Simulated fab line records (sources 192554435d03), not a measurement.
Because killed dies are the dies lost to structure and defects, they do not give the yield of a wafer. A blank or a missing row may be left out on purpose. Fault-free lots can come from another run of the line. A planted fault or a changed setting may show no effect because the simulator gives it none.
Which tool is to blame?	flow n5 finfet	14 lots with 42 wafers sampled at 4 steps, on a route of 1938 steps

WHAT EACH GAUGE READ, for each wafer
The record lacks any reading of a measuring or inspecting step that a usual standard deviation could be used to judge.

WHICH TOOL RAN EACH LOT (tool, then ch and the chambers of the sampled wafers, then the start)
lot	N5_BEOL_M12_STRIP_63	N5_BEOL_M12_DEVELOP_27	N5_BEOL_M12_DESCUM_33	N5_BEOL_M12_ETCH_68
L916	plasma asher-01 ch 0,1, day 10 17:16	litho track-05 ch 0, day 10 17:41	rie diel-02 ch 0,1,3, day 10 17:55	rie diel-02 ch 0,1,3, day 10 18:05
L918	plasma asher-01 ch 0,1, day 11 09:16	litho track-05 ch 0, day 11 09:49	rie diel-03 ch 0,2, day 11 11:23	rie diel-03 ch 0,2, day 11 11:34
L919	plasma asher-01 ch 1, day 11 15:15	litho track-05 ch 0, day 11 15:48	rie diel-02 ch 1,2, day 11 17:17	rie diel-02 ch 1,2, day 11 17:28
L920	plasma asher-02 ch 0,1, day 12 00:49	litho track-02 ch 0, day 12 01:17	rie diel-03 ch 0,1,3, day 12 01:29	rie diel-03 ch 0,1,3, day 12 01:40
L921	plasma asher-01 ch 0,1, day 12 06:47	litho track-05 ch 0, day 12 07:20	rie diel-02 ch 0,2, day 12 07:32	rie diel-02 ch 0,2, day 12 07:43
L923	plasma asher-02 ch 0,1, day 12 16:01	litho track-02 ch 0, day 12 16:26	rie diel-06 ch 2,3, day 12 16:47	rie diel-06 ch 2,3, day 12 16:58
L922	plasma asher-01 ch 0,1, day 12 16:07	litho track-05, day 12 16:32	rie diel-02 ch 1,2, day 12 16:47	rie diel-02 ch 1,2, day 12 16:58
L924	plasma asher-02 ch 0,1, day 12 18:55	litho track-03, day 12 19:28	rie diel-02 ch 0,1,2, day 12 19:43	rie diel-02 ch 0,1,2, day 12 19:53
L932	plasma asher-02 ch 0,1, day 14 20:44	litho track-03 ch 0, day 14 21:10	rie diel-03 ch 1,3, day 14 21:22	rie diel-03 ch 1,3, day 14 21:33
L933	plasma asher-01 ch 0,1, day 15 04:27	litho track-02 ch 0, day 15 04:53	rie diel-06 ch 0,2, day 15 05:29	rie diel-06 ch 0,2, day 15 05:41
L934	plasma asher-02 ch 0,1, day 15 14:22	litho track-03 ch 0, day 15 14:55	rie diel-03 ch 0,1,3, day 15 15:22	rie diel-03 ch 0,1,3, day 15 15:32
L935	plasma asher-02 ch 0,1, day 16 03:07	litho track-03 ch 0, day 16 03:31	rie diel-02 ch 0,3, day 16 03:43	rie diel-02 ch 0,3, day 16 03:54
L936	plasma asher-02 ch 0,1, day 16 06:37	litho track-03 ch 0, day 16 07:08	rie diel-03 ch 0,3, day 16 07:20	rie diel-03 ch 0,3, day 16 07:31
L938	plasma asher-02 ch 0,1, day 16 15:19	litho track-05 ch 0, day 16 15:50	rie diel-03 ch 0,1,3, day 16 16:02	rie diel-03 ch 0,1,3, day 16 16:13
- N5_BEOL_M12_STRIP_63: strips in N2/H2.
- N5_BEOL_M12_DEVELOP_27: develop time 45 s.
- N5_BEOL_M12_DESCUM_33: chemistry O2, time 7.9 s.
- N5_BEOL_M12_ETCH_68: etches SOC in N2/H2, time 285 s.

AS READ BY THE TOOLS THEMSELVES (means over the sampled wafers that have a number; for cases with no such wafer, the mark the record gives instead)
N5_BEOL_M12_STRIP_63.
lot	tool	drypump motor current A (A)	heater power w (W)	oes product au (a.u.)	strip time to endpoint s (s)
L916	plasma asher-01	5.43	279	0.691	42.8
L918	plasma asher-01	5.30	298	0.693	42.0
L919	plasma asher-01	5.54	268	0.695	42.2
L920	plasma asher-02	5.45	337	0.696	42.7
L921	plasma asher-01	5.46	284	0.686	41.2
L923	plasma asher-02	5.43	355	0.692	43.2
L922	plasma asher-01	5.30	299	0.692	42.8
L924	plasma asher-02	5.44	342	0.686	42.2
L932	plasma asher-02	5.42	357	0.690	42.7
L933	plasma asher-01	5.31	299	0.697	43.0
L934	plasma asher-02	5.47	342	0.695	41.9
L935	plasma asher-02	5.41	349	0.689	41.7
L936	plasma asher-02	5.42	349	0.696	41.6
L938	plasma asher-02	5.41	350	0.695	42.2

N5_BEOL_M12_DEVELOP_27.
lot	tool	chill plate temp C (C)
L916	litho track-05	23.12
L918	litho track-05	23.11
L919	litho track-05	23.03
L920	litho track-02	23.04
L921	litho track-05	22.87
L923	litho track-02	23.01
L922	litho track-05	-
L924	litho track-03	-
L932	litho track-03	23.07
L933	litho track-02	23.03
L934	litho track-03	23.04
L935	litho track-03	22.96
L936	litho track-03	23.01
L938	litho track-05	23.12

N5_BEOL_M12_DESCUM_33.
lot	tool	drypump motor current A (A)	oes product au (a.u.)	rf vpp V (V)	showerhead plenum p Torr (Torr)	throttle valve pct (%)
L916	rie diel-02	5.5	0.81	241.7	2.08	20.42
L918	rie diel-03	5.4	0.91	244.6	2.20	20.16
L919	rie diel-02	5.9	0.80	242.4	2.06	20.57
L920	rie diel-03	5.9	0.91	243.7	2.13	20.38
L921	rie diel-02	5.5	0.85	242.2	2.04	20.53
L923	rie diel-06	5.2	0.87	244.2	2.14	20.14
L922	rie diel-02	5.9	0.79	243.0	2.05	20.58
L924	rie diel-02	5.8	0.80	242.3	2.05	20.50
L932	rie diel-03	6.2	0.85	242.6	2.07	20.62
L933	rie diel-06	5.5	0.87	244.0	2.15	19.98
L934	rie diel-03	5.9	0.85	243.5	2.12	20.42
L935	rie diel-02	5.1	0.77	242.9	2.08	20.49
L936	rie diel-03	5.9	0.81	243.5	2.14	20.32
L938	rie diel-03	5.9	0.84	242.6	2.12	20.44

N5_BEOL_M12_ETCH_68.
lot	tool	drypump motor current A (A)	oes product au (a.u.)	rf vpp V (V)	showerhead plenum p Torr (Torr)	throttle valve pct (%)
L916	rie diel-02	5.5	0.82	523.8	2.54	17.81
L918	rie diel-03	5.4	0.91	528.2	2.68	17.61
L919	rie diel-02	5.9	0.80	522.6	2.49	17.88
L920	rie diel-03	5.9	0.91	525.8	2.59	17.70
L921	rie diel-02	5.6	0.84	522.3	2.47	17.82
L923	rie diel-06	5.2	0.86	526.1	2.62	17.59
L922	rie diel-02	5.9	0.79	522.2	2.49	17.89
L924	rie diel-02	5.7	0.80	522.8	2.50	17.86
L932	rie diel-03	6.2	0.85	523.2	2.52	17.95
L933	rie diel-06	5.5	0.87	525.7	2.63	17.45
L934	rie diel-03	5.9	0.84	524.3	2.58	17.75
L935	rie diel-02	5.1	0.78	524.1	2.52	17.84
L936	rie diel-03	5.9	0.81	525.5	2.60	17.67
L938	rie diel-03	5.9	0.84	525.1	2.57	17.76

THE ANSWER, worked out from the rows above alone
Rule: the usual values come from the lots themselves. Put in order of their means at a reading, lots are off if they are a third of the lots or fewer, leave a main group of 4 or more, and stand apart from it by a gap of 3 or more times the standard deviation of the main group's means; of several such gaps the widest counts. A main group whose means are all the same, to the digits that the tables above print for the reading, isn't used. A lot without any number at a reading at which 4 lots or more have one is off too. All remaining lots with rows at the step are treated as sound. The gauges are gone through in route order, then the tools' own readings, and for those a lot's mean is taken as printed above. The first step at which some lot is off is used, and at that step the reading that is off furthest; a lot without a number counts as furthest.
Off, at N5_BEOL_M12_DEVELOP_27 on chill plate temp C: L922, L924. Without a number there: L922, L924. Mean 23.03 C and standard deviation 0.068 in the main group.
If a tool, at that step or one of the process steps before it, ran each lot that is off and ran no sound lot following the first of them, it fits. None of those tried fits.

WHAT THE SIMULATOR HAD PUT IN
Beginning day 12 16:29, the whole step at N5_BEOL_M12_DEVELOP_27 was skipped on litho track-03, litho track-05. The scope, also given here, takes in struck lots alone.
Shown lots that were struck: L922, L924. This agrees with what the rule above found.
